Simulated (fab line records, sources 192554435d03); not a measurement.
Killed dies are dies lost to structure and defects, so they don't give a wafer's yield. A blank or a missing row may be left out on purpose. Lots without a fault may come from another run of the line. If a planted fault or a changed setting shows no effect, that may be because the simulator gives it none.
Split-lot study -- flow n5_finfet -- 21 wafers read across 7 lots, on a route 1938 steps long

== THE SPLIT ITSELF ==
At N5_SD_EPI_N_PEB_07 (peb time 60 s), the setting peb_temp_c was moved away from the recipe's 110 C on 8 of the 21 wafers read, by -2.6% to +3.3%. For the rest of the wafers, this setting stayed at what the recipe calls for.

== FROM THE SPLIT TO THE READING: what the file shows between them, 1 step ==
- N5_SD_EPI_N_DEVELOP_08: develop time 30 s (also split here: develop_time_s)

== THE READING ==
At N5_SD_EPI_N_CD_MEAS_09: cd_nm in nanometres, against a target cd of 120 nm. Typical for fault-free wafers on this fab line: 119.2 nm, with standard deviation 1.2 nm.

wafer,"tool, chamber at the split","peb_temp_c as run, C",against the recipe,"cd_nm, nm",against lot-mates on the recipe
L074.2,"litho_track-03, 0",113.6,+3.3%,125.9,+6.7
L074.4,"litho_track-03, 0",110,recipe,119.2,-
L074.6,"litho_track-03, 0",113.6,+3.3%,126.1,+6.9
L077.1,"litho_track-04, 0",110,recipe,122.0,-
L077.2,"litho_track-04, 0",108.1,-1.7%,115.4,-6.6
L077.4,"litho_track-04, 0",108.1,-1.7%,116.2,-5.8
L078.2,"litho_track-03, 0",110,recipe,118.5,-
L078.3,"litho_track-03, 0",111.8,+1.6%,122.8,+4.2
L078.6,"litho_track-03, 0",110,recipe,118.6,-
L087.1,"litho_track-01, 0",110,recipe,117.7,-
L087.2,"litho_track-01, 0",110,recipe,119.7,-
L087.6,"litho_track-01, 0",110,recipe,119.1,-
L089.4,"litho_track-04, 0",110,recipe,120.2,-
L089.5,"litho_track-04, 0",107.3,-2.5%,114.4,-5.4
L089.6,"litho_track-04, 0",110,recipe,119.4,-
L090.1,"litho_track-03, 0",110,recipe,117.8,-
L090.4,"litho_track-03, 0",110,recipe,117.1,-
L090.6,"litho_track-03, 0",110,recipe,118.2,-
L091.2,"litho_track-03, 0",107.1,-2.6%,109.5,-7.5
L091.5,"litho_track-03, 0",110,recipe,117.0,-
L091.6,"litho_track-03, 0",107.1,-2.6%,109.1,-7.9

FIT RESULTS
A straight line over all 21 wafers: cd_nm changes by +2.49 nm for each +1% of peb_temp_c; r = +0.93; the points scatter about the line by 1.6 nm.
The same after taking each lot's own level away (the mean of its wafers on the recipe; 21 wafers): +2.51 nm for each +1%; r = +0.98; scatter 0.87 nm.
Per that fit: largest peb_temp_c move, reading shift of 8.2 nm.
Across the lots, their own levels run from 117.00 to 122.00 nm, a range of 4.2 times the standard deviation given above.
So the lot-to-lot level changes the slope little: the two slopes agree.
Check: +8.31 nm against its lot-mates is what the line predicts for one of the wafers moved furthest among these (+3.3%) when that wafer is left out of the fit. It came out at +6.7 nm against them.

== THESE WAFERS: OTHER SPLITS ==
Note: prior to the reading, these wafers also went through further splits. Each is held against what the fit with the lots' levels taken away leaves over:
other split on the same wafers,wafers away from the commonest value,r with cd_nm (lot level and that fit taken away)
N5_ZERO_LAYER_PECVD_02 time_s,3,-0.16
N5_ZERO_LAYER_COAT_05 spin_rpm,6,-0.16
N5_PMOS_HMC_CHANNEL_EPI_COAT_31 spin_rpm,8,-0.43
N5_PMOS_HMC_CHANNEL_EPI_DEVELOP_08 develop_time_s,7,-0.37
N5_FIN_SAQP_EXPOSE_13 dose_mj,7,+0.19
N5_DUMMY_GATE_COAT_35 spin_rpm,7,+0.08
N5_SD_EPI_N_DEVELOP_08 develop_time_s,6,+0.19

== THE WHOLE CHAIN: every reading that the file lists as answering this split, in the file's order ==
step,what it does,reading,change (the file's fit),r (the file's)
N5_SD_EPI_N_CD_MEAS_09,target cd 120 nm,cd_nm,+2.5 nm for each +1% of the setting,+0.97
N5_SD_EPI_N_DESCUM_14,"chemistry O2, time 7.9 s","SD_EPI_N.cd_nm (the simulator's own value, which no gauge read)",+2.48 nm for each +1% of the setting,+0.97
N5_SD_EPI_N_ETCH_34,"etches SiARC in CF4, target depth 45.5 nm, time 75.8 s","SD_EPI_N.cd_nm (the simulator's own value, which no gauge read)",+2.44 nm for each +1% of the setting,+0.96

== THE FILE'S OWN FIT ==
cd_nm changes by +2.5 nm for each +1% of peb_temp_c, r = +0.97.
